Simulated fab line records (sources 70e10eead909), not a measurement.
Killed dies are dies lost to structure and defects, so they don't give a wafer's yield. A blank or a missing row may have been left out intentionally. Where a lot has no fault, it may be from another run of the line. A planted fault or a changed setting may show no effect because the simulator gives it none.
Matching of chambers -- flow nand_harc -- rie_diel-12 running NHARC_P_M1_STRIP_18: 4 sister chambers
The step strips in N2/H2. 4 wafers are shown with their chamber, then 7 later ones without.

WAFERS PAIRED WITH THEIR CHAMBERS
wafer,chamber,drypump_motor_current_A (A)
L088.4,2,5.3
L093.5,1,6.3
L094.2,0,6.2
L094.4,3,5.6

WAFERS WITH NO CHAMBER GIVEN
wafer,drypump_motor_current_A (A)
L094.6,6.2
L095.2,6.2
L095.5,6.4
L095.6,5.3
L096.1,6.3
L096.5,6.4
L096.6,6.1

CHAMBER TAKEN BY EACH
wafer,from the rows above,in truth
L094.6,can't be placed: 0 or 1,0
L095.2,can't be placed: 0 or 1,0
L095.5,can't be placed: 1 or 0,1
L095.6,2,2
L096.1,can't be placed: 1 or 0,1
L096.5,can't be placed: 1 or 0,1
L096.6,can't be placed: 0 or 1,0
Placed correctly: 1 of 7. These rows do not allow placing 6 (true chamber among the candidates in 6). Number placed wrongly: 0.
How it was worked out, from the rows above alone: a wafer's distance from a chamber is the root of the sum, over the readings, of the square of ((its reading less the chamber's mean) divided by the reading's scatter). The wafer belongs to the nearest chamber; if the next one is less than 2 further off, it can't be placed. For every chamber, the mean is computed from those of its wafers that are shown. The scatter (one wafer shown for each chamber): square how far every hidden wafer sits from the nearest shown wafer, average those squares and take the square root.
